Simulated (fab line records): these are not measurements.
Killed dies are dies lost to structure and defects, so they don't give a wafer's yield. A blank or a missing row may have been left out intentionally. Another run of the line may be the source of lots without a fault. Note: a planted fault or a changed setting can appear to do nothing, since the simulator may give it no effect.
Chamber matching | flow nandHarc | rieDiel-13 running NHARC_A_STAIRCASE_TRIM_20: 4 sister chambers
The step chemistry O2, time 211.2 s. 14 wafers are shown with their chamber, then 7 later ones without.

== WAFERS, EACH WITH ITS CHAMBER ==
wafer  | chamber | drypumpMotorCurrentA (A) | showerheadPlenumPTorr (Torr) | throttleValvePct (%)
L078.1 | 3       | 6.4                      | 3.36                         | 17.044
L078.4 | 2       | 5.1                      | 3.65                         | 17.029
L078.5 | 1       | 5.3                      | 3.58                         | 17.030
L077.2 | 2       | 5.1                      | 3.65                         | 17.017
L077.3 | 3       | 6.4                      | 3.36                         | 17.031
L077.5 | 1       | 5.3                      | 3.58                         | 17.047
L079.2 | 1       | 5.3                      | 3.58                         | 17.039
L079.5 | 0       | 5.1                      | 3.74                         | 17.044
L079.6 | 1       | 5.4                      | 3.58                         | 17.035
L081.2 | 1       | 5.4                      | 3.58                         | 17.052
L081.3 | 2       | 5.1                      | 3.64                         | 17.037
L081.5 | 0       | 5.1                      | 3.73                         | 17.017
L086.1 | 2       | 5.1                      | 3.63                         | 17.047
L086.3 | 0       | 5.1                      | 3.72                         | 17.035

SIGNATURES (averages over the wafers above)
reading               | chamber 0 | chamber 1 | chamber 2 | chamber 3 | scatter within a chamber
drypumpMotorCurrentA  | 5.100     | 5.340     | 5.100     | 6.400     | 0.0346
showerheadPlenumPTorr | 3.7300    | 3.5800    | 3.6425    | 3.3600    | 0.00689
throttleValvePct      | 17.03200  | 17.04060  | 17.03250  | 17.03750  | 0.0112
Rule: distance of a wafer from a chamber = root of the sum over the readings of ((wafer's reading minus chamber's mean) / reading's scatter) squared. If the next closest chamber is less than 2 further off than the closest, the wafer can't be placed; otherwise it belongs to the closest. The scatter is the square root of a quotient: the sum, over the shown wafers, of each reading's squared deviation from its chamber's mean, divided by wafers minus chambers.

== WAFERS WHOSE CHAMBER IS MISSING ==
wafer  | drypumpMotorCurrentA (A) | showerheadPlenumPTorr (Torr) | throttleValvePct (%)
L086.4 | 5.4                      | 3.57                         | 17.046
L091.1 | 5.3                      | 3.56                         | 17.032
L091.4 | 5.0                      | 3.71                         | 17.046
L091.5 | 5.1                      | 3.62                         | 17.037
L097.3 | 6.4                      | 3.33                         | 17.047
L097.4 | 5.3                      | 3.55                         | 17.036
L097.6 | 5.1                      | 3.70                         | 17.017

== WHICH CHAMBER EACH ONE RAN IN ==
wafer  | from the rows above | in truth
L086.4 | 1                   | 1
L091.1 | 1                   | 1
L091.4 | 0                   | 0
L091.5 | 2                   | 2
L097.3 | 3                   | 3
L097.4 | 1                   | 1
L097.6 | 0                   | 0
Correct placement for 7 of the 7. Number that these rows cannot place: 0. 0 placed wrongly.
